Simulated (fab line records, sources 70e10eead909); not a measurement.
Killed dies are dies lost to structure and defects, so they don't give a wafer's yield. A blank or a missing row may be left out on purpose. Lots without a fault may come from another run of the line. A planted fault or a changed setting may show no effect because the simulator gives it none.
Chamber matching | flow nand_harc | NHARC_P_M1_ETCH_35 on rie_diel-13: 4 sister chambers
The step etches the open film in N2/H2, target depth 40 nm, overetch 12 nm, time 43.94 s. 14 wafers are shown with their chamber, then 7 later ones without.

WAFERS WITH THEIR CHAMBER
wafer  | chamber | drypump_motor_current_A (A) | rf_vpp_V (V) | oes_product_au (a.u.)
L074.1 | 2       | 5.9                         | 428.5        | 1.012
L074.2 | 0       | 6.1                         | 428.8        | 1.001
L074.3 | 3       | 6.6                         | 432.8        | 0.998
L075.2 | 1       | 6.0                         | 432.8        | 0.996
L075.3 | 2       | 5.9                         | 428.3        | 1.011
L075.5 | 3       | 6.7                         | 431.5        | 0.995
L077.2 | 1       | 6.0                         | 430.6        | 0.989
L077.3 | 3       | 6.6                         | 430.4        | 0.990
L077.5 | 2       | 5.9                         | 427.7        | 1.018
L078.2 | 3       | 6.6                         | 432.3        | 0.995
L078.4 | 1       | 6.0                         | 430.8        | 0.999
L078.5 | 3       | 6.6                         | 430.2        | 0.996
L081.3 | 3       | 6.7                         | 431.1        | 0.990
L081.5 | 2       | 5.9                         | 427.9        | 0.998

SIGNATURES (means of the wafers above)
reading                 | chamber 0 | chamber 1 | chamber 2 | chamber 3 | scatter within a chamber
drypump_motor_current_A | 6.100     | 6.000     | 5.900     | 6.633     | 0.0365
rf_vpp_V                | 428.800   | 431.400   | 428.100   | 431.383   | 0.931
oes_product_au          | 1.00100   | 0.99467   | 1.00975   | 0.99400   | 0.00565
Rule: a wafer's distance from a chamber is the root of the sum, over the readings, of the square of ((its reading less the chamber's mean) divided by the reading's scatter). The wafer belongs to the nearest chamber; if the next one is less than 2 further off, it can't be placed. The scatter: the root of (the sum of the squares of (reading less its chamber's mean) over the shown wafers, divided by (wafers less chambers)).

WAFERS WITHOUT THEIR CHAMBER
wafer  | drypump_motor_current_A (A) | rf_vpp_V (V) | oes_product_au (a.u.)
L081.6 | 6.7                         | 431.2        | 0.989
L085.2 | 5.9                         | 428.9        | 0.998
L085.3 | 6.0                         | 431.4        | 1.008
L085.5 | 6.1                         | 431.0        | 1.009
L095.3 | 6.6                         | 432.4        | 1.003
L095.5 | 5.9                         | 427.6        | 1.017
L095.6 | 6.6                         | 432.5        | 1.008

WHICH CHAMBER EACH WENT THROUGH
wafer  | from the rows above     | in truth
L081.6 | 3                       | 3
L085.2 | can't be placed: 2 or 1 | 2
L085.3 | can't be placed: 1 or 0 | 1
L085.5 | can't be placed: 0 or 1 | 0
L095.3 | 3                       | 3
L095.5 | 2                       | 2
L095.6 | 3                       | 3
Placed correctly: 4 of 7. Can't be placed from these rows: 3 (the true chamber is among the candidates in 3). Placed wrongly: 0.
